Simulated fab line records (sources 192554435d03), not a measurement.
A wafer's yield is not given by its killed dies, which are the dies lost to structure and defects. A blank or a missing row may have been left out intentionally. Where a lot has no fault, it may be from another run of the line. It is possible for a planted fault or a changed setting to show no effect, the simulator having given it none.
Chamber matching / flow n5 finfet / N5_SD_EPI_P_SD_RECESS_17 on rie si-01 has 4 sister chambers
The step chemistry HBr/Cl2/O2, target depth 39.1 nm, bt time 3 s. 14 wafers are shown with their chamber, then 6 later ones without.

## WAFERS PAIRED WITH THEIR CHAMBERS
wafer=L587.2; chamber=2; throttle valve pct (%)=36.8; oes product au (a.u.)=0.973; he backside leak sccm (sccm)=3.3
wafer=L587.3; chamber=1; throttle valve pct (%)=37.1; oes product au (a.u.)=0.995; he backside leak sccm (sccm)=2.6
wafer=L587.6; chamber=2; throttle valve pct (%)=36.8; oes product au (a.u.)=0.972; he backside leak sccm (sccm)=3.2
wafer=L590.1; chamber=1; throttle valve pct (%)=37.1; oes product au (a.u.)=0.998; he backside leak sccm (sccm)=2.9
wafer=L590.4; chamber=2; throttle valve pct (%)=36.8; oes product au (a.u.)=0.981; he backside leak sccm (sccm)=2.9
wafer=L590.5; chamber=1; throttle valve pct (%)=37.1; oes product au (a.u.)=0.997; he backside leak sccm (sccm)=2.9
wafer=L592.2; chamber=0; throttle valve pct (%)=36.8; oes product au (a.u.)=0.991; he backside leak sccm (sccm)=2.9
wafer=L592.5; chamber=1; throttle valve pct (%)=37.1; oes product au (a.u.)=0.991; he backside leak sccm (sccm)=2.7
wafer=L592.6; chamber=0; throttle valve pct (%)=36.8; oes product au (a.u.)=0.994; he backside leak sccm (sccm)=2.8
wafer=L593.1; chamber=2; throttle valve pct (%)=36.8; oes product au (a.u.)=0.966; he backside leak sccm (sccm)=3.0
wafer=L593.3; chamber=3; throttle valve pct (%)=37.3; oes product au (a.u.)=0.999; he backside leak sccm (sccm)=2.6
wafer=L593.6; chamber=2; throttle valve pct (%)=36.8; oes product au (a.u.)=0.966; he backside leak sccm (sccm)=3.1
wafer=L594.2; chamber=3; throttle valve pct (%)=37.4; oes product au (a.u.)=1.001; he backside leak sccm (sccm)=2.7
wafer=L594.4; chamber=0; throttle valve pct (%)=36.8; oes product au (a.u.)=0.999; he backside leak sccm (sccm)=2.6

SIGNATURES (averages over the wafers above)
reading=throttle valve pct; chamber 0=36.800; chamber 1=37.100; chamber 2=36.800; chamber 3=37.350; scatter within a chamber=0.0224
reading=oes product au; chamber 0=0.99467; chamber 1=0.99525; chamber 2=0.97160; chamber 3=1.00000; scatter within a chamber=0.00465
reading=he backside leak sccm; chamber 0=2.767; chamber 1=2.775; chamber 2=3.100; chamber 3=2.650; scatter within a chamber=0.148
Rule: a wafer lies at a distance from a chamber equal to the root of the sum of squares, over the readings, of (its reading less the chamber's mean, divided by the reading's scatter). If the next closest chamber is less than 2 further off than the closest, the wafer can't be placed; otherwise it belongs to the closest. How the scatter is found: for the shown wafers, subtract from each reading the mean of its chamber, square and add these, divide the total by (wafers less chambers), then take the root.

## WAFERS WITHOUT THEIR CHAMBER
wafer=L594.5; throttle valve pct (%)=37.3; oes product au (a.u.)=0.996; he backside leak sccm (sccm)=2.7
wafer=L595.1; throttle valve pct (%)=37.1; oes product au (a.u.)=0.992; he backside leak sccm (sccm)=2.5
wafer=L595.2; throttle valve pct (%)=36.8; oes product au (a.u.)=0.992; he backside leak sccm (sccm)=2.9
wafer=L595.3; throttle valve pct (%)=36.8; oes product au (a.u.)=0.967; he backside leak sccm (sccm)=3.2
wafer=L600.2; throttle valve pct (%)=37.1; oes product au (a.u.)=0.991; he backside leak sccm (sccm)=2.7
wafer=L600.6; throttle valve pct (%)=37.3; oes product au (a.u.)=1.001; he backside leak sccm (sccm)=2.5

## THE CHAMBER EACH PASSED THROUGH
wafer=L594.5; from the rows above=3; in truth=3
wafer=L595.1; from the rows above=1; in truth=1
wafer=L595.2; from the rows above=0; in truth=0
wafer=L595.3; from the rows above=2; in truth=2
wafer=L600.2; from the rows above=1; in truth=1
wafer=L600.6; from the rows above=3; in truth=3
Placed correctly: 6 of 6. From these rows, 0 cannot be placed. 0 placed wrongly.
